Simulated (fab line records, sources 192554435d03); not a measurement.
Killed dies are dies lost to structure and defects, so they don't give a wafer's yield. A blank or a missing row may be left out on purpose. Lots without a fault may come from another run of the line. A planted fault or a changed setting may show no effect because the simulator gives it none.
Split-lot experiment | flow n5_finfet | 7 lots, 39 wafers read, on a route of 1938 steps

THE SPLIT
At N5_BEOL_M11_HM_DEP_02 (deposits TiN, target thk 20 nm), the setting target_thk_a was moved away from the recipe's 200 angstrom on 15 of the 39 wafers read, by -57.0% to +53.4%. The other wafers ran this setting at the recipe's value.

FROM THE SPLIT TO THE READING: what the file shows between them, 4 steps
- N5_BEOL_M11_COAT_59: time 60 s, resist thk 100 nm
- N5_BEOL_M11_COAT_60: time 60 s, resist thk 30 nm
- N5_BEOL_M11_STRIP_68: strips in N2/H2
- N5_BEOL_M11_STRIP_67: strips in CF4

THE READING
etch.depth_nm (the simulator's own value, which no gauge read), in nm, at N5_BEOL_M11_HM_OPEN_17 (chemistry Cl2/BCl3, target TiN, target depth 20 nm, overetch 6 nm). The file gives no usual value for it. The 24 wafers here that ran the recipe average 20.044 nm, standard deviation 0.28 nm.

wafer  | tool, chamber at the split | target_thk_a as run, angstrom | against the recipe | etch.depth_nm, nm | against lot-mates on the recipe
L075.1 | pvd_sputter-01, -          | 167.6                         | -16.2%             | 16.76             | -3.130
L075.2 | pvd_sputter-01, -          | 200                           | recipe             | 19.94             | -
L075.3 | pvd_sputter-01, -          | 167.6                         | -16.2%             | 16.65             | -3.240
L075.4 | pvd_sputter-01, -          | 167.6                         | -16.2%             | 16.66             | -3.230
L075.5 | pvd_sputter-01, -          | 200                           | recipe             | 19.91             | -
L075.6 | pvd_sputter-01, -          | 200                           | recipe             | 19.82             | -
L077.1 | pvd_sputter-01, -          | 85.94                         | -57.0%             | 8.36              | -11.513
L077.2 | pvd_sputter-01, -          | 200                           | recipe             | 19.9              | -
L077.3 | pvd_sputter-01, -          | 200                           | recipe             | 19.85             | -
L077.4 | pvd_sputter-01, -          | 85.94                         | -57.0%             | 8.38              | -11.493
L077.5 | pvd_sputter-01, -          | 85.94                         | -57.0%             | 8.315             | -11.558
L077.6 | pvd_sputter-01, -          | 200                           | recipe             | 19.87             | -
L074.1 | pvd_sputter-01, -          | 200                           | recipe             | 19.71             | -
L074.2 | pvd_sputter-01, -          | 200                           | recipe             | 19.57             | -
L074.3 | pvd_sputter-01, -          | 306.8                         | +53.4%             | 25.75             | +6.140
L074.4 | pvd_sputter-01, -          | 306.8                         | +53.4%             | 25.81             | +6.200
L074.5 | pvd_sputter-01, -          | 306.8                         | +53.4%             | 25.88             | +6.270
L074.6 | pvd_sputter-01, -          | 200                           | recipe             | 19.55             | -
L078.1 | pvd_sputter-02, -          | 103                           | -48.5%             | 10.35             | -9.843
L078.2 | pvd_sputter-02, -          | 200                           | recipe             | 20.21             | -
L078.3 | pvd_sputter-02, -          | 200                           | recipe             | 20.25             | -
L078.4 | pvd_sputter-02, -          | 200                           | recipe             | 20.12             | -
L078.5 | pvd_sputter-02, -          | 103                           | -48.5%             | 10.42             | -9.773
L078.6 | pvd_sputter-02, -          | 103                           | -48.5%             | 10.3              | -9.893
L079.2 | pvd_sputter-01, -          | 200                           | recipe             | 19.91             | -
L079.5 | pvd_sputter-01, -          | 200                           | recipe             | 19.89             | -
L079.6 | pvd_sputter-01, -          | 200                           | recipe             | 19.8              | -
L089.1 | pvd_sputter-02, -          | 247                           | +23.5%             | 24.91             | +4.843
L089.2 | pvd_sputter-02, -          | 200                           | recipe             | 20.15             | -
L089.3 | pvd_sputter-02, -          | 200                           | recipe             | 20.02             | -
L089.4 | pvd_sputter-02, -          | 200                           | recipe             | 20.03             | -
L089.5 | pvd_sputter-02, -          | 247                           | +23.5%             | 24.87             | +4.803
L089.6 | pvd_sputter-02, -          | 247                           | +23.5%             | 24.65             | +4.583
L097.1 | pvd_sputter-02, -          | 200                           | recipe             | 20.35             | -
L097.2 | pvd_sputter-02, -          | 200                           | recipe             | 20.56             | -
L097.3 | pvd_sputter-02, -          | 200                           | recipe             | 20.36             | -
L097.4 | pvd_sputter-02, -          | 200                           | recipe             | 20.6              | -
L097.5 | pvd_sputter-02, -          | 200                           | recipe             | 20.32             | -
L097.6 | pvd_sputter-02, -          | 200                           | recipe             | 20.37             | -

THE FIT
A straight line over all 39 wafers: etch.depth_nm changes by +0.171 nm for each +1% of target_thk_a; r = +0.97; the points scatter about the line by 1.1 nm.
The same after taking each lot's own level away (the mean of its wafers on the recipe; 39 wafers): +0.174 nm for each +1%; r = +0.98; scatter 0.99 nm.
On that fit, the largest move of target_thk_a shifts the reading by 9.9 nm.
The lots' own levels span 19.6100 to 20.4267 nm, that is 2.9 times the standard deviation above.
So the lot-to-lot level changes the slope little: the two slopes agree.
Check: with one of the wafers moved furthest among these (-57.0%) left out of the fit, the line predicts -10.2 nm for it against its lot-mates. It came out at -11.5 nm against them.

OTHER SPLITS ON THESE WAFERS
These wafers also went through other splits before the reading. Each is held against what the fit with the lots' levels taken away leaves over:
other split on the same wafers | wafers away from the commonest value | r with etch.depth_nm (lot level and that fit taken away)
N5_GATE_CUT_ALD_22 ald_cycles  | 15                                   | -0.01
N5_BEOL_M7_ILD_DEP_00 time_s   | 12                                   | +0.01

THE WHOLE CHAIN: every reading that the file lists as answering this split, in the file's order
step                    | what it does                                                      | reading                                                                           | change (the file's fit)                                                            | r (the file's)
N5_BEOL_M11_HM_DEP_02   | deposits TiN, target thk 20 nm                                    | TiN_of_BEOL_M11_HM_DEP_02.thk_nm (the simulator's own value, which no gauge read) | +0.201 nm for each +1% of the setting                                              | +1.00
N5_BEOL_M11_HM_OPEN_17  | chemistry Cl2/BCl3, target TiN, target depth 20 nm, overetch 6 nm | etch.depth_nm (the simulator's own value, which no gauge read)                    | +0.176 nm for each +1% of the setting                                              | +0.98
N5_BEOL_M11_OCD_MEAS_38 |                                                                   | trench_depth_nm                                                                   | not straight: 146.3 at the lowest setting, 148.8 at the recipe, 2.7 at the highest | not given

THE FILE'S OWN FIT
etch.depth_nm changes by +0.176 nm for each +1% of target_thk_a, r = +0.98.
